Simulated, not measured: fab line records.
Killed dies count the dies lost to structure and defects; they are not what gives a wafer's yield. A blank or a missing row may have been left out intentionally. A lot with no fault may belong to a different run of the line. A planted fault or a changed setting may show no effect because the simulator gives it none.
Code-filled problem report in 8D (eight disciplines) form / flow nand_harc / the parts of the form that need people (team, actions taken, sign-off) are left out

## 1. THE ISSUE
killed_at_periphery at NHARC_END_SORT_01 reads a mean of 650.7 on 6 wafers of 2 lots; wafers without a fault read 3.6 with a standard deviation of 2.6. That is +99 or more standard deviations from the usual mean.
The first sign was on wafer L543.1 at day 29 15:25, on prober-02. Wafers with a number at this step in the record: 6, from 2 lots. Rule for "out" (also "out of limits"): further than 4 standard deviations from the usual mean. All remaining wafers that have a number are taken as sound.

## 2. WHAT IT IS AND WHAT IT IS NOT
question=which readings at this step; is=killed_at_periphery, killed_dies; is not=killed_at_array, killed_at_other, killed_open, killed_short
question=which lots; is=L543, L544; is not=-
question=which wafers of those lots; is=all that have a number; is not=-
question=read on which gauges; is=prober-01, prober-02; is not=-
question=when; is=from day 29 15:25; is not=up to then (0 sound wafers)

## 3. THE SUSPECTS, EACH WITH WHAT RULES IT OUT
Counting: a tool stays on the suspect list if, at a process step up to the reading, it processed all lots that are out and no sound lot following the first of them.
- the gauge at NHARC_END_SORT_01: ruled out. 2 gauges (prober-01, prober-02) read the wafers that are out.
- lpcvd-02 at NHARC_P_STI_HM_DEP_30 (deposits Si3N4, target thk 80 nm, time 873 s): kept. It ran every lot that is out, first L543 (day 7 14:32), and no sound lot after that.
After counting, what remains is lpcvd-02 at NHARC_P_STI_HM_DEP_30.

## 4. THE CAUSE (what the simulator had put in)
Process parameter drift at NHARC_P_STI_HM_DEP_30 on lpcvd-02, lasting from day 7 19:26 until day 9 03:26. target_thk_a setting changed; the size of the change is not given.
After counting, this tool was the only one left.

## 5. SEQUENCE OF EFFECTS, ordered by route
Each row: a reading where the mean over the struck wafers with a number is more than 3 standard deviations away from the usual. Scope: only readings with a usual standard deviation given in the record; hours: median across lots of the time from each lot's start at the first step in this table that gives one to its start at this step; sigmas: change in usual standard deviations.
hours=0; step=NHARC_END_SORT_01; reading=killed_at_periphery; usual=3.6; on struck wafers=650.7; change=+647.1; sigmas=+99 or more
hours=0; step=NHARC_END_SORT_01; reading=killed_dies; usual=58; on struck wafers=677; change=+619; sigmas=+31

## 6. WHAT WOULD HAVE CAUGHT IT SOONER
Counted from the fault's start at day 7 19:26, it took 524 hours until the first out-of-limits reading at a measuring or inspecting step in this record, taken at day 29 15:25.
No tool reading at NHARC_P_STI_HM_DEP_30 that has a usual standard deviation in the record was out on any struck wafer, so an alarm limit of 4 standard deviations on those readings would not have fired.
All the lots that are out (2) had begun NHARC_P_STI_HM_DEP_30 on lpcvd-02 by day 29 15:25. Holding the tool at that point would not have protected any of them.
